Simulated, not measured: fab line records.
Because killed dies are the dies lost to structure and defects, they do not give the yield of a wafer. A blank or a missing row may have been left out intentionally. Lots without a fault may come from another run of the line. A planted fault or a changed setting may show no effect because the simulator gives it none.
Split-lot study :: flow n5 finfet :: on a route of 1938 steps: 7 lots, 21 wafers read

SPLIT DETAILS
At N5_WELL_APT_COAT_02 (resist thk 950 nm), the setting spin rpm was moved away from the recipe's 1357 rpm on 7 of the 21 wafers read, by -6.2% to +10.2%. For the rest of the wafers, this setting stayed at what the recipe calls for.

Reading taken at the split's own step.

THE READING
coat_of_WELL_APT_COAT_02.thk nm (the simulator's own value, which no gauge read), in nm, at N5_WELL_APT_COAT_02 (resist thk 950 nm). There is no usual value for it anywhere in the file. The 14 wafers here that ran the recipe average 950.6 nm, standard deviation 3.7 nm.

wafer: L074.3
tool, chamber at the split: litho track-03, 0
spin rpm as run, rpm: 1357
against the recipe: recipe
coat_of_WELL_APT_COAT_02.thk nm, nm: 948.5
against lot-mates on the recipe: -

wafer: L074.4
tool, chamber at the split: litho track-03, 0
spin rpm as run, rpm: 1496
against the recipe: +10.2%
coat_of_WELL_APT_COAT_02.thk nm, nm: 903.4
against lot-mates on the recipe: -46.4

wafer: L074.6
tool, chamber at the split: litho track-03, 0
spin rpm as run, rpm: 1357
against the recipe: recipe
coat_of_WELL_APT_COAT_02.thk nm, nm: 951
against lot-mates on the recipe: -

wafer: L076.4
tool, chamber at the split: litho track-03, 0
spin rpm as run, rpm: 1357
against the recipe: recipe
coat_of_WELL_APT_COAT_02.thk nm, nm: 948.3
against lot-mates on the recipe: -

wafer: L076.5
tool, chamber at the split: litho track-03, 0
spin rpm as run, rpm: 1357
against the recipe: recipe
coat_of_WELL_APT_COAT_02.thk nm, nm: 950
against lot-mates on the recipe: -

wafer: L076.6
tool, chamber at the split: litho track-03, 0
spin rpm as run, rpm: 1479
against the recipe: +9.0%
coat_of_WELL_APT_COAT_02.thk nm, nm: 911.7
against lot-mates on the recipe: -37.4

wafer: L079.3
tool, chamber at the split: litho track-03, 0
spin rpm as run, rpm: 1357
against the recipe: recipe
coat_of_WELL_APT_COAT_02.thk nm, nm: 950.2
against lot-mates on the recipe: -

wafer: L079.5
tool, chamber at the split: litho track-03, 0
spin rpm as run, rpm: 1357
against the recipe: recipe
coat_of_WELL_APT_COAT_02.thk nm, nm: 956.5
against lot-mates on the recipe: -

wafer: L079.6
tool, chamber at the split: litho track-03, 0
spin rpm as run, rpm: 1357
against the recipe: recipe
coat_of_WELL_APT_COAT_02.thk nm, nm: 955.5
against lot-mates on the recipe: -

wafer: L085.1
tool, chamber at the split: litho track-03, 0
spin rpm as run, rpm: 1357
against the recipe: recipe
coat_of_WELL_APT_COAT_02.thk nm, nm: 949
against lot-mates on the recipe: -

wafer: L085.2
tool, chamber at the split: litho track-03, 0
spin rpm as run, rpm: 1357
against the recipe: recipe
coat_of_WELL_APT_COAT_02.thk nm, nm: 953.5
against lot-mates on the recipe: -

wafer: L085.6
tool, chamber at the split: litho track-03, 0
spin rpm as run, rpm: 1357
against the recipe: recipe
coat_of_WELL_APT_COAT_02.thk nm, nm: 949.6
against lot-mates on the recipe: -

wafer: L093.4
tool, chamber at the split: litho track-02, 0
spin rpm as run, rpm: 1357
against the recipe: recipe
coat_of_WELL_APT_COAT_02.thk nm, nm: 951.8
against lot-mates on the recipe: -

wafer: L093.5
tool, chamber at the split: litho track-02, 0
spin rpm as run, rpm: 1477
against the recipe: +8.8%
coat_of_WELL_APT_COAT_02.thk nm, nm: 906.1
against lot-mates on the recipe: -45.7

wafer: L093.6
tool, chamber at the split: litho track-02, 0
spin rpm as run, rpm: 1477
against the recipe: +8.8%
coat_of_WELL_APT_COAT_02.thk nm, nm: 911.7
against lot-mates on the recipe: -40.1

wafer: L095.1
tool, chamber at the split: litho track-03, 0
spin rpm as run, rpm: 1280
against the recipe: -5.7%
coat_of_WELL_APT_COAT_02.thk nm, nm: 982.9
against lot-mates on the recipe: +27.4

wafer: L095.2
tool, chamber at the split: litho track-03, 0
spin rpm as run, rpm: 1280
against the recipe: -5.7%
coat_of_WELL_APT_COAT_02.thk nm, nm: 985.2
against lot-mates on the recipe: +29.7

wafer: L095.3
tool, chamber at the split: litho track-03, 0
spin rpm as run, rpm: 1357
against the recipe: recipe
coat_of_WELL_APT_COAT_02.thk nm, nm: 955.5
against lot-mates on the recipe: -

wafer: L096.4
tool, chamber at the split: litho track-04, 0
spin rpm as run, rpm: 1357
against the recipe: recipe
coat_of_WELL_APT_COAT_02.thk nm, nm: 945.6
against lot-mates on the recipe: -

wafer: L096.5
tool, chamber at the split: litho track-04, 0
spin rpm as run, rpm: 1357
against the recipe: recipe
coat_of_WELL_APT_COAT_02.thk nm, nm: 942.8
against lot-mates on the recipe: -

wafer: L096.6
tool, chamber at the split: litho track-04, 0
spin rpm as run, rpm: 1273
against the recipe: -6.2%
coat_of_WELL_APT_COAT_02.thk nm, nm: 975.1
against lot-mates on the recipe: +30.9

THE FIT
A straight line over all 21 wafers: coat_of_WELL_APT_COAT_02.thk nm changes by -4.75 nm for each +1% of spin rpm; r = -0.98; the points scatter about the line by 4.2 nm.
The same after taking each lot's own level away (the mean of its wafers on the recipe; 21 wafers): -4.71 nm for each +1%; r = -0.99; scatter 2.3 nm.
That fit puts the effect of the largest move of spin rpm on the reading at 48 nm.
The span of the lots' own levels, 944.20 to 955.50 nm, comes to 3.0 times the standard deviation stated above.
Consequently the slope shifts little with the lot-to-lot level, the two slopes agreeing.
Check: -48.2 nm against its lot-mates is what the line predicts for one of the wafers moved furthest among these (+10.2%) when that wafer is left out of the fit. Against them it came out at -46.4 nm.

OTHER SPLITS ON THESE WAFERS
Other splits were also applied to these wafers ahead of the reading. Each is held against what the fit with the lots' levels taken away leaves over:
other split on the same wafers: N5_ZERO_LAYER_EXPOSE_08 dose mj
wafers away from the commonest value: 7
r with coat_of_WELL_APT_COAT_02.thk nm (lot level and that fit taken away): -0.22

FILE'S OWN FIT
coat_of_WELL_APT_COAT_02.thk nm changes by -4.62 nm for each +1% of spin rpm, r = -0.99.
